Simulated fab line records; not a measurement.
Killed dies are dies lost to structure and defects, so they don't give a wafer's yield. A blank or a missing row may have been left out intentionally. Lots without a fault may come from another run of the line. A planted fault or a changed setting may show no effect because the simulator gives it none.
Which tool did it?	flow nand harc	7 lots, 21 wafers sampled, at 1 step of a route of 1302

== WHAT THE GAUGES SHOWED, per wafer ==
NHARC_A_CHANNEL_HOLE_D1_INSPECT_40.
lot	measured	on	raw defect count
L869	day 9 17:35	defect inspect-02	27 58 51
L875	day 12 10:56	defect inspect-02	138 106 129
L876	day 12 14:16	defect inspect-01	106 109 106
L879	day 13 10:59	defect inspect-01	84 92 40
L881	day 14 18:51	defect inspect-02	34 37 30
L886	day 16 14:59	defect inspect-02	93 103 103
L890	day 18 13:52	defect inspect-02	58 73 61

== EACH LOT AND THE TOOL THAT RAN IT (in order: tool; ch and the chambers of the sampled wafers; start) ==
The record holds no process step before these readings.

== THE ANSWER, worked out from the rows above alone ==
Rule: usual is defined by the lots themselves. Put in order of their means at a reading, lots are off if they are a third of the lots or fewer, leave a main group of 4 or more, and stand apart from it by a gap of 3 or more times the standard deviation of the main group's means; of several such gaps the widest counts. Not used: any main group whose means are identical at the precision the tables above print for the reading. Also off: a lot with no number at a reading for which 4 or more lots have one. All remaining lots with rows at the step are treated as sound.
No lot is off at any reading shown: from this, nothing can be told.

== WHAT THE SIMULATOR HAD INSERTED ==
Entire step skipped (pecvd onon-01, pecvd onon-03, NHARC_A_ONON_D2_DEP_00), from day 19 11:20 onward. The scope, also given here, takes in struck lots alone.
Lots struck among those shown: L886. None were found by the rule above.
